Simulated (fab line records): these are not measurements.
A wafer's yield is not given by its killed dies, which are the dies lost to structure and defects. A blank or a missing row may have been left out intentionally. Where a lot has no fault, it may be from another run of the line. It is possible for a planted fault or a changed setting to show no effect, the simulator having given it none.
Matching of chambers    flow nand-harc    4 sister chambers for NHARC_A_BLC_CMP_25 on cmp-02
The step polishes, t overpolish 30 s, target thk 150 nm. 4 wafers are shown with their chamber, then 12 later ones without.

## WAFERS, EACH WITH ITS CHAMBER
wafer   chamber  motor-current-A (A)
L093.6  3        12.5
L092.1  1        12.3
L092.3  2        12.9
L092.4  0        11.3

## WAFERS WITHOUT THEIR CHAMBER
wafer   motor-current-A (A)
L092.2  12.1
L092.5  11.8
L092.6  13.9
L095.2  13.8
L095.3  10.7
L095.6  12.8
L096.2  13.0
L096.3  11.4
L096.5  11.7
L097.3  12.2
L097.5  12.1
L097.6  12.5

## WHICH CHAMBER EACH WENT THROUGH
wafer   from the rows above                in truth
L092.2  can't be placed: 1 or 3 or 0 or 2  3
L092.5  can't be placed: 0 or 1 or 3 or 2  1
L092.6  can't be placed: 2 or 3 or 1       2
L095.2  can't be placed: 2 or 3 or 1       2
L095.3  0                                  0
L095.6  can't be placed: 2 or 3 or 1       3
L096.2  can't be placed: 2 or 3 or 1       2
L096.3  can't be placed: 0 or 1            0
L096.5  can't be placed: 0 or 1 or 3 or 2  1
L097.3  can't be placed: 1 or 3 or 2 or 0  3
L097.5  can't be placed: 1 or 3 or 0 or 2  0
L097.6  can't be placed: 3 or 1 or 2       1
Correctly placed: 1 of 12. Cannot be placed on the basis of these rows: 11; the candidates contain the true chamber in 11. Placed wrongly: 0.
How it was worked out, from the rows above alone: a wafer's distance from a chamber is the root of the sum, over the readings, of the square of ((its reading less the chamber's mean) divided by the reading's scatter). If the next closest chamber is less than 2 further off than the closest, the wafer can't be placed; otherwise it belongs to the closest. For every chamber, the mean is computed from those of its wafers that are shown. The scatter (one wafer shown for each chamber): square how far every hidden wafer sits from the nearest shown wafer, average those squares and take the square root.
